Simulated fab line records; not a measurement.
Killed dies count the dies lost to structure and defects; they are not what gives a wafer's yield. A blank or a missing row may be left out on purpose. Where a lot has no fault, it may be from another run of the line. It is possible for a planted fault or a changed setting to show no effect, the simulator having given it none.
fab line records | flow n5-finfet
[record] lots = 4 | wafers = 12 | last-day = 15
route steps=1938 shown BEOL_M4@1106 BEOL_M5@1112 PASSIVATION@1936
lots that met no fault: from a run of the same line without faults
start-h: hours from the record's opening day to when the first of the lot's shown wafers began | wait-h: hours elapsed since this lot's preceding step | " the same as in the row above | L1.1+2: one row covering several wafers at once | - no value present, or no start provided | * or withheld: withheld | < > ~ a bound
route shown NAME@n: a module of which the file shows steps, and the number in the route of the first | usual: the fault-free wafers' mean and standard deviation | same: alike in all rows | chamber/n: place in a boat | sites: per-site readings | _std_site: how widely they spread, as a standard deviation | _edge_site: outer sites' mean less inner sites' | radius-mm: for every site, how far away it sits from the centre of the wafer | mask NAME#n: copy n | behind: tool/chamber where the wafer was last shaped | hold: cause of the lot's hold/its duration in hours/its outcome | device: whichever transistor did not switch (one of n, p or np) | end of line: the tests these same wafers got at the end of their route | step lacking rows: just its recipe | killed: not the wafer's yield, but the dies lost to structure and defects at the first sort | map: the dies of a wafer, with x for killed, . for not killed, _ for no die there
set.NAME: the setting that was run; set.NAME@STEP: the one run at that earlier step | model.NAME: the simulator's own value behind a step, which no gauge read
a table for each step, a row for each wafer; lots at some steps of the route
services: when a tool's chamber went out of use (start-h, in hours from the record's first day, below 0 if earlier), for how many hours, and the reason
[[steps]]
[step N5_BEOL_M4_CO_CAP_55]
[recipe] material = Co | target-thk-a = 20 | temp-c = 200 | precursor = CCTBA/H2 | pressure-torr = 30 | time-s = 102.1
[step N5_BEOL_M4_PRE_CLEAN_56]
[recipe] gas = NH3 | time-s = 15 | temp-c = withheld | rf-power-w = 300
[step N5_BEOL_M4_DEP_57]
[recipe] material = SiCN | target-thk-a = 80 | temp-c = withheld | precursor = 3MS/NH3 | pressure-torr = 3 | rf-w = 202 | time-s = 14
[step N5_BEOL_M5_ILD_DEP_00]
[recipe] material = SiCOH_lowk | target-thk-a = 1406.4 | temp-c = 300 | precursor = DEMS/porogen | pressure-torr = 5 | rf-w = 500 | time-s = 25.9
[step N5_BEOL_M5_CURE_79]
[recipe] temp-c = 385 | time-s = 240 | ambient = He/Ar | material = SiCOH_lowk
[step N5_BEOL_M5_PECVD_70]
[recipe] material = SiO2 | target-thk-a = 160 | temp-c = 400 | precursor = TEOS/O2 | pressure-torr = 5.5 | rf-w = 450 | teos-flow-sccm = 53.8 | gas = O2 | flow-sccm = 3000 | time-s = 18
[step N5_BEOL_M5_HM_DEP_02]
[recipe] material = TiN | target-thk-a = 200 | temp-c = 25 | chamber-pressure-pa = 0.49996
[step N5_BEOL_M5_COAT_59]
[recipe] resist = SOC | temp-c = 250 | time-s = 60 | spin-rpm = 1500 | resist-thk-nm = 60
[step N5_BEOL_M5_COAT_60]
[recipe] resist = SiARC | temp-c = 220 | time-s = 60 | spin-rpm = 1500 | resist-thk-nm = 12
[usual] spin-speed-rpm = 1500.1/0.94
lot.wafer | tool           | chamber | start-h | wait-h | spin-speed-rpm | model.SiARC_of_BEOL_M5_COAT_60.thk-nm
L268.3    | litho-track-05 | 0       | 177.54  | -      | 1500.4         | 12
L268.4    | "              | 0       | "       | "      | 1500.6         | 12
L268.6    | "              | 0       | "       | "      | 1500.0         | 12
L278.1    | litho-track-05 | 0       | 222.28  | -      | 879.2          | 15.6
L278.3    | "              | 0       | "       | "      | 878.8          | 15.8
L278.6    | "              | 0       | "       | "      | 879.9          | 15.6
L277.1    | litho-track-05 | 0       | 225.01  | -      | 877.9          | 15.6
L277.2    | "              | 0       | "       | "      | 877.0          | 15.8
L277.3    | "              | 0       | "       | "      | 877.9          | 15.8
L281.2    | litho-track-03 | 0       | 268.86  | -      | 1500.5         | 12
L281.4    | "              | 0       | "       | "      | 1500.7         | 12
L281.6    | "              | 0       | "       | "      | 1501.4         | 12
[step N5_BEOL_M5_COAT_71]
[recipe] resist = underlayer | temp-c = 205 | time-s = 60 | spin-rpm = 1500 | resist-thk-nm = 5
[step N5_BEOL_M5_COAT_05]
[recipe] resist = CAR-EUV | spin-rpm = 1500 | resist-thk-nm = 30
[step N5_BEOL_M5_EBR_07]
[recipe] solvent = PGMEA | ebr-width-mm = 1.5
[step N5_BEOL_M5_SOFTBAKE_06]
[recipe] temp-c = 110 | time-s = 60 | resist = CAR-EUV
[step N5_BEOL_M5_EXPOSE_08]
[recipe] mask-id = M5 | na = 0.33 | source-shape = annular | sigma-inner = 0.4 | sigma-outer = 0.8 | polarization = unpolarized | target-cd-nm = 28 | dose-mj = 35.75
[step N5_BEOL_M5_PEB_09]
[recipe] peb-temp-c = 100 | peb-time-s = 60 | resist = CAR-EUV
[step N5_BEOL_M5_DEVELOP_10]
[recipe] develop-time-s = 30 | developer = TMAH | resist = CAR-EUV | rinse-liquid = surfactant-rinse | dry = air-spin | dev-temp-c = 23
[step N5_BEOL_M5_DESCUM_16]
[recipe] chemistry = O2 | time-s = 7 | source-power-w = 50 | bias-power-w = 20 | pressure-mtorr = 20 | rf-frequency-hz = 2.712e+07 | temp-c = 40 | resist = CAR-EUV | o2-flow-sccm = 225
[step N5_BEOL_M5_ETCH_72]
[recipe] chemistry = N2/H2 | target = underlayer | target-depth-a = 65 | mask-material = CAR-EUV | time-s = 5.2 | ion-energy-ev = 200 | pressure-mtorr = 30 | source-w = 840 | bias-w = 150 | n2-flow-sccm = 200 | h2-flow-sccm = 200 | ends = cleared
[step N5_BEOL_M5_ETCH_61]
[recipe] chemistry = CF4 | target = SiARC | target-depth-a = 156 | mask-material = CAR-EUV | time-s = 26 | ion-energy-ev = 80 | pressure-mtorr = 40 | source-w = 545 | bias-w = 36 | Ar_flow_sccm = 100 | cf4-flow-sccm = 100 | ends = cleared
[usual] drypump-motor-current-A = 5.5/0.5 | etch-rf-on-time-s = 26.1/0.6 | oes-product-au = 0.67/0.069 | rf-vpp-V = 184.3/0.97 | showerhead-plenum-p-Torr = 2.16/0.047 | throttle-valve-pct = 15.63/0.2
lot.wafer | tool        | chamber | start-h | wait-h | drypump-motor-current-A | etch-rf-on-time-s | oes-product-au | rf-hours-counter-h | rf-vpp-V | showerhead-plenum-p-Torr | throttle-valve-pct | model.etch.depth-nm
L268.3    | rie-diel-02 | 1       | 178.10  | 0.0    | 5.7                     | 26.3              | 0.66           | 141                | 185.1    | 2.15                     | 15.58              | 11.94
L268.4    | "           | 2       | "       | "      | 6.4                     | 25.7              | 0.82           | 6                  | 183.9    | 2.21                     | 15.52              | 11.98
L268.6    | "           | 1       | "       | "      | 5.7                     | 26.2              | 0.67           | -                  | 184.1    | 2.15                     | 15.59              | 12.02
L278.1    | rie-diel-06 | 3       | 222.72  | 0.0    | 6.2                     | 32.9              | 0.79           | 16                 | 184.0    | 2.10                     | 15.32              | 15.65
L278.3    | "           | 0       | "       | "      | 4.9                     | 34.0              | 0.58           | 243                | 183.2    | 2.12                     | 15.49              | 15.71
L278.6    | "           | 0       | "       | "      | 4.9                     | 34.0              | 0.58           | -                  | 183.4    | 2.12                     | 15.51              | 15.69
L277.1    | rie-diel-06 | 1       | 225.44  | 0.0    | 5.5                     | 33.7              | 0.63           | 187                | 184.7    | 2.23                     | 15.88              | 15.69
L277.2    | "           | 3       | "       | "      | 6.3                     | 33.4              | 0.77           | 17                 | 182.6    | 2.10                     | 15.34              | 15.71
L277.3    | "           | 2       | "       | "      | 5.8                     | 34.4              | 0.63           | 175                | 184.3    | 2.13                     | 15.88              | 15.72
L281.2    | rie-diel-06 | 3       | 269.73  | 0.0    | 6.3                     | 25.3              | 0.75           | 32                 | 182.8    | 2.09                     | 15.36              | 11.98
L281.4    | "           | 0       | "       | "      | 4.9                     | 26.1              | 0.81           | 2                  | 183.4    | 2.11                     | 15.03              | 12
L281.6    | "           | 0       | "       | "      | 4.9                     | 26.0              | 0.80           | -                  | 183.8    | 2.12                     | 15.05              | 12
[step N5_BEOL_M5_ETCH_62]
[recipe] chemistry = N2/H2 | target = SOC | target-depth-a = 750 | overetch-a = 150 | mask-material = SiARC | temp-c = 40 | time-s = 112.5 | ion-energy-ev = 200 | pressure-mtorr = 30 | source-w = 840 | bias-w = 150 | n2-flow-sccm = 200 | h2-flow-sccm = 200
[usual] drypump-motor-current-A = 5.5/0.5 | oes-product-au = 0.62/0.058 | rf-vpp-V = 524.4/1.8 | showerhead-plenum-p-Torr = 2.56/0.056 | throttle-valve-pct = 17.89/0.21
lot.wafer | tool        | chamber | start-h | wait-h | drypump-motor-current-A | oes-product-au | rf-hours-counter-h | rf-vpp-V | showerhead-plenum-p-Torr | throttle-valve-pct | model.SiARC_of_BEOL_M5_COAT_60.thk-nm
L268.3    | rie-diel-02 | 1       | 178.13  | 0.0    | 5.8                     | 0.63           | 141                | 524.4    | 2.56                     | 17.89              | 6.8
L268.4    | "           | 2       | "       | "      | 6.3                     | 0.76           | 6                  | 526.5    | 2.60                     | 17.68              | 6.8
L268.6    | "           | 1       | "       | "      | 5.8                     | 0.63           | -                  | 522.7    | 2.56                     | 17.88              | 7
L278.1    | rie-diel-06 | 3       | 222.75  | 0.0    | 6.3                     | 0.71           | 16                 | 522.8    | 2.51                     | 17.79              | 10.2
L278.3    | "           | 0       | "       | "      | 4.9                     | 0.55           | 243                | 522.6    | 2.51                     | 17.67              | 10.6
L278.6    | "           | 0       | "       | "      | 4.9                     | 0.54           | -                  | 524.1    | 2.51                     | 17.67              | 10.6
L277.1    | rie-diel-06 | 1       | 225.47  | 0.0    | 5.5                     | 0.59           | 187                | 527.9    | 2.63                     | 18.05              | 10.4
L277.2    | "           | 3       | "       | "      | 6.3                     | 0.71           | 17                 | 521.6    | 2.51                     | 17.79              | 10.4
L277.3    | "           | 2       | "       | "      | 5.8                     | 0.59           | 175                | 524.0    | 2.53                     | 18.16              | 10.6
L281.2    | rie-diel-06 | 3       | 269.76  | 0.0    | 6.3                     | 0.69           | 32                 | 522.0    | 2.50                     | 17.81              | 6.6
L281.4    | "           | 0       | "       | "      | 4.9                     | 0.75           | 2                  | 523.5    | 2.51                     | 17.28              | 6.8
L281.6    | "           | 0       | "       | "      | 4.9                     | 0.74           | -                  | 522.2    | 2.51                     | 17.26              | 6.8
[step N5_BEOL_M5_STRIP_63]
[recipe] chemistry = N2/H2 | temp-c = 40 | n2-flow-sccm = 200 | h2-flow-sccm = 200 | rf-frequency-hz = 6e+07
[step N5_PASSIVATION_PROBE_49]
[usual] defect-limited-yield = 91.3/1.7 | killed_at_M0_to_M3 = 33/9.9 | killed_at_M4_up = 14/6.4 | killed-at-contacts = 12/7 | killed-at-front-end = 41/13 | killed-at-other = 3.1/2.9 | killed-dies = 103/20 | killed-open = 67/14 | killed-short = 34/9.4 | sort_bin_4_leakage = 0.03/0.24 | sort_bin_5_function = 5.1/1.1 | sort_bin_6_memory = 3.2/0.79 | sort-n-pass = 1077/21 | sort-yield-pct = 91.2/1.7
[same] gross-dies = 1180 | killed-at-back-side = 0 | sort_bin_8_speed[%] = 0
lot.wafer | tool      | chamber | start-h | wait-h | defect-limited-yield[%] | killed_at_M0_to_M3 | killed_at_M4_up | killed-at-contacts | killed-at-front-end | killed-at-other | killed-dies | killed-open | killed-short | sort_bin_4_leakage[%] | sort_bin_5_function[%] | sort_bin_6_memory[%] | sort-n-pass | sort-yield-pct[%]
L268.3    | prober-02 | -       | 271.03  | 0.1    | 93.1                    | 31                 | 7               | 10                 | 33                  | 1               | 82          | 51          | 31           | 0                     | 3.9                    | 2.9                  | 1098        | 93.1
L268.4    | prober-02 | -       | 271.08  | 0.2    | 90.7                    | 45                 | 20              | 14                 | 29                  | 2               | 110         | 70          | 40           | 0                     | 5.8                    | 3.1                  | 1070        | 90.7
L268.6    | prober-02 | -       | 271.18  | 0.3    | 93.1                    | 33                 | 6               | 6                  | 37                  | 0               | 82          | 53          | 29           | 0                     | 4.7                    | 2.0                  | 1098        | 93.1
L278.1    | prober-02 | -       | 317.36  | 0.0    | 89.7                    | 43                 | 20              | 5                  | 50                  | 3               | 121         | 77          | 37           | 0                     | 6.0                    | 3.6                  | 1059        | 89.7
L278.3    | prober-02 | -       | 317.46  | 0.1    | 91.7                    | 23                 | 31              | 8                  | 33                  | 3               | 98          | 68          | 29           | 0                     | 4.9                    | 3.3                  | 1082        | 91.7
L278.6    | prober-02 | -       | 317.61  | 0.3    | 90.3                    | 25                 | 17              | 13                 | 60                  | 0               | 115         | 63          | 42           | 0                     | 5.4                    | 3.1                  | 1065        | 90.3
L277.1    | prober-02 | -       | 324.82  | 0.0    | 89.6                    | 36                 | 9               | 23                 | 53                  | 2               | 123         | 79          | 40           | 0                     | 5.2                    | 4.7                  | 1057        | 89.6
L277.2    | prober-02 | -       | 324.87  | 0.1    | 92.1                    | 21                 | 13              | 17                 | 27                  | 15              | 93          | 56          | 37           | 0                     | 4.2                    | 3.1                  | 1087        | 92.1
L277.3    | prober-02 | -       | 324.92  | 0.1    | 92.2                    | 34                 | 5               | 14                 | 38                  | 1               | 92          | 54          | 34           | 1.02                  | 4.2                    | 2.9                  | 1076        | 91.2
L281.2    | prober-01 | -       | 362.93  | 0.1    | 84.7                    | 39                 | 18              | 30                 | 89                  | 4               | 180         | 116         | 63           | 0                     | 9.1                    | 5.8                  | 1000        | 84.7
L281.4    | prober-01 | -       | 363.03  | 0.2    | 90.8                    | 45                 | 7               | 13                 | 39                  | 4               | 108         | 66          | 41           | 0                     | 5.0                    | 3.9                  | 1072        | 90.8
L281.6    | prober-01 | -       | 363.13  | 0.3    | 85.8                    | 57                 | 12              | 25                 | 62                  | 11              | 167         | 102         | 64           | 0                     | 7.9                    | 5.8                  | 1013        | 85.8
// killed by level:class
L268.3 FIN_SAQP:geometric-particle:short=9 DUMMY_GATE:geometric-particle:open=7 MOL_CONTACT_COAG:geometric-particle:open=7 BEOL_M2:geometric-particle:open=7 BEOL_M3:geometric-particle:open=7 FIN_SAQP:geometric-particle:open=6 BEOL_M0_SAQP:geometric-particle:short=4 BEOL_M3:geometric-particle:short=3
L268.4 MOL_CONTACT_COAG:geometric-particle:open=13 BEOL_M0_SAQP:geometric-particle:short=10 FIN_SAQP:geometric-particle:open=8 BEOL_M0_SAQP:geometric-particle:open=8 BEOL_M3:geometric-particle:open=8 FIN_SAQP:geometric-particle:short=7 BEOL_M2:geometric-particle:open=7 BEOL_M1:geometric-particle:short=4
L268.6 FIN_SAQP:geometric-particle:open=10 FIN_SAQP:geometric-particle:short=8 BEOL_M0_SAQP:geometric-particle:short=8 BEOL_M3:geometric-particle:open=7 MOL_CONTACT_COAG:geometric-particle:open=6 BEOL_M0_SAQP:geometric-particle:open=6 BEOL_M3:geometric-particle:short=5 DUMMY_GATE:geometric-particle:open=4
L278.1 FIN_SAQP:geometric-particle:open=14 BEOL_M0_SAQP:geometric-particle:short=12 BEOL_M4:geometric-particle:open=11 BEOL_M1:geometric-particle:open=10 FIN_SAQP:geometric-particle:short=7 BEOL_M2:geometric-particle:open=6 HKMG_FIN:area-etch=6 MOL_CONTACT_COAG:geometric-particle:open=5
L278.3 BEOL_M4:geometric-particle:open=21 FIN_SAQP:geometric-particle:open=7 FIN_SAQP:geometric-particle:short=6 BEOL_M0_SAQP:geometric-particle:open=6 BEOL_M2:geometric-particle:open=6 MOL_CONTACT_COAG:geometric-particle:short=5 DUMMY_GATE:geometric-particle:open=4 GATE_CUT:geometric-particle:open=4
L278.6 FIN_SAQP:geometric-particle:short=16 FIN_SAQP:geometric-particle:open=12 BEOL_M4:geometric-particle:open=11 MOL_CONTACT_COAG:geometric-particle:open=10 BEOL_M2:geometric-particle:open=10 HKMG_FIN:area-etch=10 STI_FIN_REVEAL:geometric-particle:open=6 STARTING-WAFER:geometric-particle:short=5
L277.1 MOL_CONTACT_COAG:geometric-particle:open=18 FIN_SAQP:geometric-particle:open=14 FIN_SAQP:geometric-particle:short=9 BEOL_M0_SAQP:geometric-particle:short=9 BEOL_M3:geometric-particle:open=8 BEOL_M0_SAQP:geometric-particle:open=8 MOL_CONTACT_COAG:geometric-particle:short=5 DUMMY_GATE:geometric-particle:open=4
L277.2 MOL_CONTACT_COAG:geometric-particle:open=12 FIN_SAQP:geometric-particle:open=9 FIN_SAQP:geometric-particle:short=7 BEOL_M1:geometric-particle:open=6 BEOL_M4:geometric-particle:open=6 PAD_METAL:geometric-particle:short=6 MOL_CONTACT_COAG:geometric-particle:short=5 BEOL_M0_SAQP:geometric-particle:short=4
L277.3 FIN_SAQP:geometric-particle:open=11 BEOL_M1:geometric-particle:open=9 MOL_CONTACT_COAG:geometric-particle:open=8 BEOL_M0_SAQP:geometric-particle:short=7 MOL_CONTACT_COAG:geometric-particle:short=6 DUMMY_GATE:geometric-particle:open=5 STI_FIN_REVEAL:geometric-particle:open=4 BEOL_M3:geometric-particle:open=4
L281.2 STI_FIN_REVEAL:geometric-particle:open=37 MOL_CONTACT_COAG:geometric-particle:open=24 FIN_SAQP:geometric-particle:short=11 FIN_SAQP:geometric-particle:open=10 GATE_CUT:geometric-particle:short=9 BEOL_M0_SAQP:geometric-particle:short=8 STI_FIN_REVEAL:geometric-particle:short=7 BEOL_M2:geometric-particle:open=7
L281.4 BEOL_M2:geometric-particle:open=16 GATE_CUT:geometric-particle:short=13 MOL_CONTACT_COAG:geometric-particle:open=10 BEOL_M3:geometric-particle:open=7 STI_FIN_REVEAL:geometric-particle:open=5 BEOL_M0_SAQP:geometric-particle:short=5 BEOL_M1:geometric-particle:open=5 STARTING-WAFER:geometric-particle:open=5
L281.6 BEOL_M0_SAQP:geometric-particle:short=20 STI_FIN_REVEAL:geometric-particle:open=20 MOL_CONTACT_COAG:geometric-particle:open=20 BEOL_M0_SAQP:geometric-particle:open=14 FIN_SAQP:geometric-particle:open=9 FIN_SAQP:geometric-particle:short=9 GATE_CUT:geometric-particle:short=7 BEOL_M2:geometric-particle:open=7
[[services]]
tool           | chamber | start-h | hours | kind
rie-diel-06    | -       | 177.84  | 0.6   | repair
rie-diel-06    | 3       | 235.37  | 2.3   | repair
rie-diel-06    | 0       | 244.91  | -     | clean
rie-diel-06    | 0       | 244.91  | -     | consumable-replace:focus-ring
rie-diel-06    | 0       | 244.91  | 17.9  | scheduled-down
rie-diel-06    | 0       | 244.91  | 17.9  | vent-cycle
litho-track-03 | -       | 246.69  | -     | consumable-replace:filter
[[key]]
[first-sign] step = N5_BEOL_M5_COAT_60 | reading = spin-speed-rpm | direction = down | sigmas = 99+ | usual = * | struck = *
[effect] step = N5_BEOL_M5_ETCH_61 | reading = etch-rf-on-time-s | direction = up | sigmas = 13 | usual = * | struck = *
[model-effect] step = N5_BEOL_M5_COAT_60 | value = SiARC_of_BEOL_M5_COAT_60.thk-nm | without = 12 | struck = 15.7
[model-effect] step = N5_BEOL_M5_ETCH_61 | value = etch.depth-nm | without = 12.02 | struck = 15.7
[model-effect] step = N5_BEOL_M5_ETCH_62 | value = SiARC_of_BEOL_M5_COAT_60.thk-nm | without = 6.833 | struck = 10.47
met-at N5_BEOL_M5_COAT_60
struck-wafers L277.1,L277.2,L277.3,L278.1,L278.3,L278.6
[baseline-loss] step = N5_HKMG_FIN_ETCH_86 | wafers = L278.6
onset-between 177.54 222.28
[fault] kind = process-parameter-drift | tool = litho-track-05 | chamber = - | onset-h = 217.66 | steps = N5_BEOL_M5_COAT_60 | channel = spin-rpm | offset = * | shape = step | end-h = 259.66 | acts-in = * | stated = *
// baseline-loss: these wafers lose ten dies or more at that step, a loss of the line's own and not of a fault; the sort's usual values leave them out
